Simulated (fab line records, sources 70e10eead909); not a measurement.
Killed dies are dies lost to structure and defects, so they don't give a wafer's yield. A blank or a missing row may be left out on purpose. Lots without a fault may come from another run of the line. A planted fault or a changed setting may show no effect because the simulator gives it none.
Tool commonality check | flow nand_harc | 12 lots, 36 wafers sampled

WHY IT WAS OPENED
At NHARC_A_SLIT_CD_MEAS_09 the reading cd_nm is flagged on 3 of 12 lots. Wafers without a fault read 299.5 nm, standard deviation 0.6.
Rule: a lot is flagged when every wafer of it that has a number lies more than 4 standard deviations from that mean, or none has a number. The other lots count as sound.

lot  | measured     | on        | cd_nm (nm), wafer by wafer | flag
L231 | day 14 08:41 | cd_sem-03 | 299.6 299.5 300.2          |
L232 | day 14 20:12 | cd_sem-02 | 298.7 299.0 299.4          |
L233 | day 14 20:22 | cd_sem-01 | 300.4 299.4 299.4          |
L235 | day 14 20:39 | cd_sem-01 | 299.5 299.6 300.0          |
L234 | day 15 18:11 | cd_sem-02 | 299.5 298.7 299.3          |
L238 | day 16 18:34 | cd_sem-02 | 318.6 317.9 318.5          | FLAGGED
L242 | day 18 03:37 | cd_sem-03 | 314.4 314.5 313.8          | FLAGGED
L243 | day 18 05:14 | cd_sem-02 | 313.3 314.0 313.6          | FLAGGED
L246 | day 18 15:57 | cd_sem-01 | 299.5 300.0 299.6          |
L248 | day 18 17:56 | cd_sem-03 | 299.8 300.2 299.3          |
L250 | day 19 07:53 | cd_sem-03 | 299.3 299.5 299.2          |
L252 | day 19 17:31 | cd_sem-03 | 298.1 298.7 298.7          |
The numbers of the flagged lots are 315.4 nm on average: +15.9 nm against the usual, or +26 standard deviations.

WHICH TOOL RAN EACH LOT
The record holds 2 process steps before the reading, out of a route of 1159 steps. In each cell: the tool, then ch and the chambers that the sampled wafers went through, then the start.
lot  | flag    | NHARC_A_SGD_CUT_STRIP_28                      | NHARC_A_SLIT_EXPOSE_06
L231 |         | rie_diel-11 ch 1,2,3, day 14 03:14            | arfi_scanner-01 ch 0, day 14 08:33
L232 |         | rie_diel-11 ch 1,2,3, day 14 17:11            | arfi_scanner-01 ch 0, day 14 20:04
L233 |         | rie_diel-05 ch 0,2, day 14 20:13 or earlier   | arfi_scanner-03 ch 0, day 14 20:13
L235 |         | rie_diel-07 ch 2,3, day 14 20:31 or earlier   | arfi_scanner-03 ch 0, day 14 20:31
L234 |         | rie_diel-11 ch 0,3, day 15 18:03 or earlier   | arfi_scanner-02 ch 0, day 15 18:03
L238 | FLAGGED | rie_diel-07 ch 1,2, day 16 18:26 or earlier   | arfi_scanner-03 ch 0, day 16 18:26
L242 | FLAGGED | rie_diel-11 ch 1,2,3, day 18 03:29 or earlier | arfi_scanner-03 ch 0, day 18 03:29
L243 | FLAGGED | rie_diel-11 ch 0,2,3, day 18 05:05 or earlier | arfi_scanner-03 ch 0, day 18 05:05
L246 |         | rie_diel-05 ch 0,1, day 18 15:49 or earlier   | arfi_scanner-01 ch 0, day 18 15:49
L248 |         | rie_diel-05 ch 0,2,3, day 18 17:49 or earlier | arfi_scanner-01 ch 0, day 18 17:49
L250 |         | rie_diel-07 ch 0,1,3, day 19 07:44 or earlier | arfi_scanner-02 ch 0, day 19 07:44
L252 |         | rie_diel-05 ch 1,2,3, day 19 17:22 or earlier | arfi_scanner-02 ch 0, day 19 17:22
What these steps do:
- NHARC_A_SGD_CUT_STRIP_28: strips in O2, time 20 s.
- NHARC_A_SLIT_EXPOSE_06: exposes mask SLIT.
- NHARC_A_SLIT_CD_MEAS_09: target cd 300 nm.

FLAGGED OVER TOTAL, TOOL BY TOOL (the gauges that took the reading come last)
step                     | tool            | lots run | flagged | share of the flagged lots | sound lots run after its first flagged lot
NHARC_A_SGD_CUT_STRIP_28 | rie_diel-05     | 4        | 0       | none                      | -
NHARC_A_SGD_CUT_STRIP_28 | rie_diel-07     | 3        | 1       | some                      | 1 (L250)
NHARC_A_SGD_CUT_STRIP_28 | rie_diel-11     | 5        | 2       | some                      | 0
NHARC_A_SLIT_EXPOSE_06   | arfi_scanner-01 | 4        | 0       | none                      | -
NHARC_A_SLIT_EXPOSE_06   | arfi_scanner-02 | 3        | 0       | none                      | -
NHARC_A_SLIT_EXPOSE_06   | arfi_scanner-03 | 5        | 3       | all                       | 0
NHARC_A_SLIT_CD_MEAS_09  | cd_sem-01       | 3        | 0       | none                      | -
NHARC_A_SLIT_CD_MEAS_09  | cd_sem-02       | 4        | 2       | some                      | 0
NHARC_A_SLIT_CD_MEAS_09  | cd_sem-03       | 5        | 1       | some                      | 3 (L248,L250,L252)
NHARC_A_SGD_CUT_STRIP_28 gives no start for some lots, so the hours and the order of its lots are those of NHARC_A_SLIT_EXPOSE_06.

WHAT THE TABLE ALLOWS
1 row of the table ran every flagged lot: arfi_scanner-03 at NHARC_A_SLIT_EXPOSE_06.
- arfi_scanner-03 at NHARC_A_SLIT_EXPOSE_06: 3 of its 5 lots flagged. Its last sound lot is L235 (day 14 20:31), its first flagged lot L238 (day 16 18:26): a fault that began between those two fits. Its own readings lie more than 4 standard deviations out on every wafer of the flagged lots: exposure_dose_mJ_cm2.
One tool is left: arfi_scanner-03 at NHARC_A_SLIT_EXPOSE_06.

WHAT THE SIMULATOR HAD PUT IN
Process parameter drift: arfi_scanner-03, from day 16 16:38 on, at NHARC_A_SLIT_EXPOSE_06. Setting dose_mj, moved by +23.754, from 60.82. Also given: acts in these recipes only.
Lots struck among those shown: L238, L242, L243. The rule above found the same.
